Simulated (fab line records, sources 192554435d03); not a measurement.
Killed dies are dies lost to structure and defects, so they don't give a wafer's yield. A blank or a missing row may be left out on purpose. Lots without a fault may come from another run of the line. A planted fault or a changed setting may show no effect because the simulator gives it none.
Chamber matching | flow n5_finfet | N5_BEOL_M13_ETCH_38 on rie_diel-03: 4 sister chambers
The step etches SiCN in CF4/N2, target depth 67.5 nm, time 71.9 s. 4 wafers are shown with their chamber, then 9 later ones without.

WAFERS WITH THEIR CHAMBER
wafer  | chamber | showerhead_plenum_p_Torr (Torr)
L088.4 | 1       | 2.20
L089.5 | 3       | 2.27
L090.1 | 0       | 2.13
L090.5 | 2       | 2.10

WAFERS WITHOUT THEIR CHAMBER
wafer  | showerhead_plenum_p_Torr (Torr)
L091.3 | 2.10
L091.5 | 2.10
L091.6 | 2.19
L092.2 | 2.19
L092.3 | 2.10
L092.6 | 2.19
L097.2 | 2.12
L097.3 | 2.10
L097.5 | 2.19

WHICH CHAMBER EACH WENT THROUGH
wafer  | from the rows above     | in truth
L091.3 | 2                       | 2
L091.5 | 2                       | 2
L091.6 | 1                       | 1
L092.2 | 1                       | 1
L092.3 | 2                       | 2
L092.6 | 1                       | 1
L097.2 | can't be placed: 0 or 2 | 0
L097.3 | 2                       | 2
L097.5 | 1                       | 1
Placed correctly: 8 of 9. Can't be placed from these rows: 1 (the true chamber is among the candidates in 1). Placed wrongly: 0.
How it was worked out, from the rows above alone: a wafer's distance from a chamber is the root of the sum, over the readings, of the square of ((its reading less the chamber's mean) divided by the reading's scatter). The wafer belongs to the nearest chamber; if the next one is less than 2 further off, it can't be placed. A chamber's mean is the mean of its shown wafers. The scatter: with one shown wafer a chamber, the root of the mean of the squares of how far each hidden wafer lies from its nearest shown one.
